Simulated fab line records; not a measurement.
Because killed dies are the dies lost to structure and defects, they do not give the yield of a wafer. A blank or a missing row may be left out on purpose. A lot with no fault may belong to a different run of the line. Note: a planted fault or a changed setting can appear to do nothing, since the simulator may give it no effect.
Which tool did it?    flow n5-finfet    Sampling: 24 lots, 72 wafers, 6 of 1938 route steps

== WHAT THE GAUGES SHOWED, per wafer ==
The record lacks any reading of a measuring or inspecting step that a usual standard deviation could be used to judge.

== TOOL THAT RAN EACH LOT (tool first, then ch and the chambers of the sampled wafers, then the start) ==
lot   N5_BEOL_M0_SAQP_PECVD_96         N5_BEOL_M0_SAQP_STRIP_75            N5_BEOL_M0_CUTY_ETCH_63             N5_BEOL_M0_SURFACE_TREAT_137  N5_BEOL_M0_ANNEAL_133         N5_BEOL_M0_SPUTTER_141
L074  pecvd-01 ch 0,1,2, day 5 07:53   rie-diel-06 ch 0,1,3, day 5 14:00   rie-diel-03 ch 0,2,3, day 5 14:35   pvd-sputter-01, day 6 08:00   pvd-sputter-02, day 6 08:47   pvd-sputter-02, day 6 08:57
L075  pecvd-01 ch 0,2, day 5 13:47     rie-diel-02 ch 0,2,3, day 5 19:46   rie-diel-03 ch 0,1,3, day 5 21:01   pvd-sputter-02, day 6 08:05   pvd-sputter-02, day 6 09:14   pvd-sputter-02, day 6 09:23
L076  pecvd-02 ch 0,2, day 6 06:52     rie-diel-06 ch 0,1, day 6 12:46     rie-diel-01 ch 0,1,3, day 6 13:23   pvd-sputter-01, day 6 21:57   pvd-sputter-01, day 6 22:26   pvd-sputter-01, day 6 22:35
L077  pecvd-02 ch 0,1, day 6 07:13     rie-diel-05 ch 1,2,3, day 6 13:49   rie-diel-04 ch 1,2,3, day 6 14:29   pvd-sputter-01, day 6 17:59   pvd-sputter-01, day 6 18:32   pvd-sputter-01, day 6 18:41
L078  pecvd-02 ch 0,1,2, day 6 07:31   rie-diel-05 ch 0,2,3, day 6 13:56   rie-diel-03 ch 0,3, day 6 14:35     pvd-sputter-01, day 6 22:49   pvd-sputter-02, day 6 23:14   pvd-sputter-02, day 6 23:23
L080  pecvd-03 ch 0,1, day 7 01:37     rie-diel-05 ch 0,3, day 7 07:10     rie-diel-03 ch 0,2,3, day 7 07:44   pvd-sputter-02, day 7 12:21   pvd-sputter-02, day 7 14:45   pvd-sputter-02, day 7 14:55
L079  pecvd-03 ch 0,1,2, day 7 06:34   rie-diel-05 ch 1,2,3, day 7 13:09   rie-diel-04 ch 0,2,3, day 7 13:46   pvd-sputter-02, day 7 18:15   pvd-sputter-02, day 7 18:53   pvd-sputter-02, day 7 19:04
L082  pecvd-03 ch 0,1, day 7 07:36     rie-diel-02 ch 0,1,3, day 7 13:45   rie-diel-04 ch 2,3, day 7 14:28     pvd-sputter-01, day 7 17:17   pvd-sputter-02, day 7 17:59   pvd-sputter-02, day 7 18:09
L081  pecvd-01 ch 0,1, day 7 08:27     rie-diel-05 ch 0,3, day 7 15:58     rie-diel-03 ch 1,2, day 7 17:00     pvd-sputter-01, day 7 21:05   pvd-sputter-01, day 7 21:33   pvd-sputter-01, day 7 21:43
L083  pecvd-01 ch 0,1, day 7 15:08     rie-diel-06 ch 0,1,2, day 7 22:34   rie-diel-04 ch 0,2,3, day 7 23:08   pvd-sputter-01, day 8 01:07   pvd-sputter-02, day 8 01:31   pvd-sputter-02, day 8 01:40
L084  pecvd-02 ch 0,2, day 7 23:47     rie-diel-05 ch 0,2,3, day 8 07:33   rie-diel-03 ch 1,2,3, day 8 08:13   pvd-sputter-01, day 8 12:31   pvd-sputter-03, day 8 12:53   pvd-sputter-03, day 8 13:03
L085  pecvd-02 ch 0,1,2, day 8 07:28   rie-diel-06 ch 0,2,3, day 8 16:16   rie-diel-04 ch 0,1,3, day 8 16:53   pvd-sputter-02, day 8 19:55   pvd-sputter-03, day 8 21:38   pvd-sputter-03, day 8 21:48
L086  pecvd-01 ch 0,2, day 8 11:39     rie-diel-02 ch 0,1,3, day 8 19:43   rie-diel-04 ch 0,1,2, day 8 20:17   pvd-sputter-01, day 9 00:23   pvd-sputter-01, day 9 00:46   pvd-sputter-01, day 9 00:56
L087  pecvd-01 ch 0,1, day 8 15:17     rie-diel-05 ch 1,2, day 8 23:10     rie-diel-01 ch 0,2, day 8 23:44     pvd-sputter-01, day 9 02:23   pvd-sputter-03, day 9 03:02   pvd-sputter-03, day 9 03:12
L088  pecvd-01 ch 0,1,2, day 8 18:51   rie-diel-06 ch 0,3, day 9 01:25     rie-diel-01 ch 0,1, day 9 01:53     pvd-sputter-02, day 9 08:34   pvd-sputter-03, day 9 09:06   pvd-sputter-03, day 9 09:16
L089  pecvd-02 ch 0,1,2, day 9 02:40   rie-diel-05 ch 0,1,3, day 9 08:20   rie-diel-01 ch 1,2, day 9 08:54     pvd-sputter-02, day 9 12:44   pvd-sputter-02, day 9 13:25   pvd-sputter-02, day 9 13:35
L090  pecvd-03 ch 0,2, day 9 12:58     rie-diel-06 ch 1,2,3, day 9 19:17   rie-diel-04 ch 0,1, day 9 19:56     pvd-sputter-02, day 9 23:34   pvd-sputter-02, day 10 01:41  pvd-sputter-02, day 10 01:50
L091  pecvd-03 ch 0,2, day 9 17:56     rie-diel-02 ch 0,1,3, day 10 00:04  rie-diel-01 ch 0,1,2, day 10 00:30  pvd-sputter-03, day 10 02:56  pvd-sputter-03, day 10 03:34  pvd-sputter-03, day 10 03:44
L092  pecvd-02 ch 0,1, day 9 21:59     rie-diel-05 ch 0,1,2, day 10 04:02  rie-diel-04 ch 1,3, day 10 04:29    pvd-sputter-01, day 10 10:15  pvd-sputter-02, day 10 12:25  pvd-sputter-02, day 10 12:34
L093  pecvd-02 ch 0,2, day 10 02:28    rie-diel-06 ch 1,2,3, day 10 08:13  rie-diel-03 ch 0,1,2, day 10 08:47  pvd-sputter-03, day 10 14:12  pvd-sputter-03, day 10 14:37  pvd-sputter-03, day 10 14:47
L094  pecvd-02 ch 0,1,2, day 10 14:28  rie-diel-02 ch 1,2,3, day 10 20:36  rie-diel-04 ch 0,2,3, day 10 21:10  pvd-sputter-01, day 11 01:02  pvd-sputter-01, day 11 01:24  pvd-sputter-01, day 11 01:34
L095  pecvd-02 ch 0,2, day 10 19:56    rie-diel-02 ch 1,2, day 11 01:30    rie-diel-01 ch 0,1,3, day 11 02:04  pvd-sputter-01, day 11 11:18  pvd-sputter-02, day 11 15:05  pvd-sputter-02, day 11 15:14
L096  pecvd-02 ch 0,2, day 10 20:31    rie-diel-02 ch 1,2,3, day 11 02:00  rie-diel-01 ch 2,3, day 11 02:34    pvd-sputter-03, day 11 07:44  pvd-sputter-03, day 11 08:23  pvd-sputter-03, day 11 08:33
L097  pecvd-01 ch 0,1,2, day 11 04:10  rie-diel-06 ch 0,2,3, day 11 09:43  rie-diel-03 ch 1,2,3, day 11 10:26  pvd-sputter-03, day 11 15:58  pvd-sputter-03, day 11 16:24  pvd-sputter-03, day 11 16:34
- N5_BEOL_M0_SAQP_PECVD_96: deposits a-Si from SiH4/He, target thk 45 nm, time 45.2 s.
- N5_BEOL_M0_SAQP_STRIP_75: strips in CF4.
- N5_BEOL_M0_CUTY_ETCH_63: etches SOC in N2/H2, target depth 82.7 nm, overetch 16.5 nm, time 124 s.
- N5_BEOL_M0_SURFACE_TREAT_137
- N5_BEOL_M0_ANNEAL_133: time 60 s.
- N5_BEOL_M0_SPUTTER_141: material Cu, target thk 4 nm, time 7.37 s.

== WHAT THE TOOLS THEMSELVES READ (means of the sampled wafers that have a number; where no wafer has one, the mark that the record gives instead) ==
N5_BEOL_M0_SAQP_PECVD_96.
lot   tool      heater-power-w (W)  showerhead-plenum-p-Torr (Torr)  showerhead-vpp-V (V)  susceptor-temp-C (C)  throttle-valve-pct (%)
L074  pecvd-01  601                 5.66                             618                   350.15                17.8
L075  pecvd-01  630                 5.64                             624                   349.93                18.0
L076  pecvd-02  631                 5.62                             613                   350.16                17.0
L077  pecvd-02  655                 5.68                             631                   349.97                18.2
L078  pecvd-02  611                 5.65                             620                   349.86                17.6
L080  pecvd-03  604                 5.66                             610                   349.82                19.0
L079  pecvd-03  620                 5.66                             619                   349.85                18.3
L082  pecvd-03  641                 5.65                             607                   349.73                18.8
L081  pecvd-01  609                 5.68                             605                   350.21                17.7
L083  pecvd-01  600                 5.68                             592                   349.85                17.7
L084  pecvd-02  613                 5.65                             606                   350.06                17.3
L085  pecvd-02  619                 5.66                             616                   350.02                17.6
L086  pecvd-01  653                 5.66                             626                   350.09                18.0
L087  pecvd-01  639                 5.68                             599                   349.93                17.8
L088  pecvd-01  618                 5.67                             611                   349.97                17.8
L089  pecvd-02  633                 5.66                             618                   350.05                17.6
L090  pecvd-03  605                 5.70                             622                   349.95                18.6
L091  pecvd-03  603                 5.65                             611                   350.14                17.9
L092  pecvd-02  571                 5.68                             616                   350.03                17.9
L093  pecvd-02  638                 5.63                             612                   349.82                17.3
L094  pecvd-02  631                 5.65                             623                   350.02                17.6
L095  pecvd-02  677                 5.62                             610                   350.24                17.0
L096  pecvd-02  672                 5.63                             617                   350.19                17.0
L097  pecvd-01  651                 5.66                             608                   350.26                18.0

N5_BEOL_M0_SAQP_STRIP_75.
lot   tool         cf4-flow-sccm (sccm)  drypump-motor-current-A (A)  oes-product-au (a.u.)  rf-vpp-V (V)  showerhead-plenum-p-Torr (Torr)  throttle-valve-pct (%)
L074  rie-diel-06  150.3                 5.8                          0.183                  272.1         1.84                             13.58
L075  rie-diel-02  150.1                 5.2                          0.176                  270.0         1.77                             13.80
L076  rie-diel-06  150.0                 5.7                          0.187                  271.7         1.83                             13.54
L077  rie-diel-05  150.1                 5.8                          0.173                  271.8         1.82                             13.56
L078  rie-diel-05  150.1                 5.6                          0.177                  271.0         1.78                             13.55
L080  rie-diel-05  149.6                 5.2                          0.171                  269.1         1.73                             13.64
L079  rie-diel-05  149.8                 5.8                          0.174                  272.2         1.82                             13.56
L082  rie-diel-02  149.7                 5.6                          0.180                  271.6         1.78                             13.75
L081  rie-diel-05  150.0                 5.5                          0.175                  269.5         1.72                             13.57
L083  rie-diel-06  150.4                 5.6                          0.182                  271.5         1.83                             13.55
L084  rie-diel-05  150.1                 5.6                          0.178                  270.3         1.77                             13.58
L085  rie-diel-06  149.9                 5.8                          0.192                  271.5         1.80                             13.56
L086  rie-diel-02  150.0                 5.6                          0.185                  270.3         1.78                             13.77
L087  rie-diel-05  150.2                 5.9                          0.172                  272.5         1.87                             13.61
L088  rie-diel-06  150.0                 5.9                          0.210                  272.0         1.81                             13.44
L089  rie-diel-05  150.5                 5.4                          0.172                  271.0         1.76                             13.70
L090  rie-diel-06  150.0                 5.7                          0.195                  271.6         1.83                             13.43
L091  rie-diel-02  150.2                 5.6                          0.180                  270.6         1.78                             13.81
L092  rie-diel-05  150.2                 5.6                          0.173                  272.1         1.82                             13.71
L093  rie-diel-06  150.0                 5.7                          0.192                  272.9         1.83                             13.44
L094  rie-diel-02  149.5                 5.7                          0.181                  271.3         1.83                             13.71
L095  rie-diel-02  150.1                 5.5                          0.175                  271.4         1.86                             13.67
L096  rie-diel-02  150.2                 5.7                          0.183                  271.8         1.83                             13.70
L097  rie-diel-06  149.7                 5.8                          0.181                  271.9         1.80                             13.60

N5_BEOL_M0_CUTY_ETCH_63.
lot   tool         drypump-motor-current-A (A)  oes-product-au (a.u.)  rf-vpp-V (V)  showerhead-plenum-p-Torr (Torr)  throttle-valve-pct (%)
L074  rie-diel-03  5.72                         0.63                   523.7         2.53                             17.67
L075  rie-diel-03  5.66                         0.64                   522.4         2.46                             17.69
L076  rie-diel-01  5.71                         0.66                   524.2         2.56                             17.80
L077  rie-diel-04  5.51                         0.59                   524.8         2.60                             18.13
L078  rie-diel-03  5.61                         0.64                   521.9         2.45                             17.58
L080  rie-diel-03  5.75                         0.63                   523.4         2.52                             17.68
L079  rie-diel-04  5.50                         0.65                   525.5         2.59                             17.97
L082  rie-diel-04  5.37                         0.59                   525.7         2.64                             18.09
L081  rie-diel-03  5.91                         0.63                   524.7         2.58                             17.85
L083  rie-diel-04  5.52                         0.66                   525.5         2.59                             17.97
L084  rie-diel-03  5.80                         0.65                   523.3         2.50                             17.77
L085  rie-diel-04  5.68                         0.72                   524.8         2.55                             17.86
L086  rie-diel-04  5.73                         0.70                   524.2         2.54                             17.80
L087  rie-diel-01  5.68                         0.64                   523.1         2.52                             18.13
L088  rie-diel-01  5.70                         0.68                   522.9         2.53                             17.80
L089  rie-diel-01  5.62                         0.64                   525.1         2.59                             18.19
L090  rie-diel-04  5.86                         0.75                   522.3         2.49                             17.71
L091  rie-diel-01  5.64                         0.65                   524.2         2.56                             18.01
L092  rie-diel-04  5.45                         0.65                   525.4         2.59                             18.06
L093  rie-diel-03  5.74                         0.60                   523.4         2.52                             17.86
L094  rie-diel-04  5.51                         0.71                   525.2         2.58                             17.89
L095  rie-diel-01  5.72                         0.70                   523.8         2.54                             17.72
L096  rie-diel-01  5.80                         0.72                   522.9         2.51                             17.76
L097  rie-diel-03  5.81                         0.62                   523.6         2.49                             17.81

N5_BEOL_M0_ANNEAL_133.
lot   tool            heater-power-w (W)  susceptor-temp-C (C)
L074  pvd-sputter-02  802                 399.85
L075  pvd-sputter-02  751                 399.98
L076  pvd-sputter-01  768                 399.90
L077  pvd-sputter-01  863                 400.11
L078  pvd-sputter-02  763                 400.03
L080  pvd-sputter-02  802                 399.99
L079  pvd-sputter-02  778                 400.00
L082  pvd-sputter-02  727                 399.87
L081  pvd-sputter-01  837                 400.19
L083  pvd-sputter-02  728                 399.93
L084  pvd-sputter-03  764                 399.86
L085  pvd-sputter-03  760                 400.05
L086  pvd-sputter-01  857                 399.87
L087  pvd-sputter-03  732                 400.18
L088  pvd-sputter-03  830                 400.18
L089  pvd-sputter-02  786                 400.04
L090  pvd-sputter-02  806                 399.95
L091  pvd-sputter-03  757                 399.84
L092  pvd-sputter-02  759                 400.02
L093  pvd-sputter-03  737                 399.96
L094  pvd-sputter-01  845                 400.00
L095  pvd-sputter-02  757                 399.87
L096  pvd-sputter-03  762                 400.07
L097  pvd-sputter-03  780                 399.98

N5_BEOL_M0_SPUTTER_141.
lot   tool            susceptor-temp-C (C)  throttle-valve-pct (%)
L074  pvd-sputter-02  -19.95                30.1
L075  pvd-sputter-02  -19.95                29.7
L076  pvd-sputter-01  -20.05                30.6
L077  pvd-sputter-01  -19.89                30.3
L078  pvd-sputter-02  -20.00                29.8
L080  pvd-sputter-02  -20.09                30.1
L079  pvd-sputter-02  -20.08                29.9
L082  pvd-sputter-02  -19.98                29.5
L081  pvd-sputter-01  -19.99                29.3
L083  pvd-sputter-02  -20.06                29.7
L084  pvd-sputter-03  -19.94                30.4
L085  pvd-sputter-03  -20.04                29.6
L086  pvd-sputter-01  -19.94                29.5
L087  pvd-sputter-03  -19.96                29.8
L088  pvd-sputter-03  -20.06                30.8
L089  pvd-sputter-02  -20.06                30.0
L090  pvd-sputter-02  -20.08                30.2
L091  pvd-sputter-03  -20.09                29.8
L092  pvd-sputter-02  -19.85                29.9
L093  pvd-sputter-03  -19.94                29.9
L094  pvd-sputter-01  -20.02                29.6
L095  pvd-sputter-02  -19.96                29.8
L096  pvd-sputter-03  -20.03                30.0
L097  pvd-sputter-03  -20.05                30.8

== THE ANSWER, worked out from the rows above alone ==
Rule: what is usual is taken from the lots themselves. Put in order of their means at a reading, lots are off if they are a third of the lots or fewer, leave a main group of 4 or more, and stand apart from it by a gap of 3 or more times the standard deviation of the main group's means; of several such gaps the widest counts. The tables above print the reading to a certain number of digits; a main group whose means all agree to those digits is not used. A lot without any number at a reading at which 4 lots or more have one is off too. All remaining lots with rows at the step are treated as sound. Order of review: gauges by route order, followed by the tools' own readings, for which a lot's mean as printed above is used. The first step at which some lot is off is used, and at that step the reading that is off furthest; a lot without a number counts as furthest.
No lot is off on any of the readings shown, so nothing can be concluded from this.

== WHAT HAD BEEN PUT IN BY THE SIMULATOR ==
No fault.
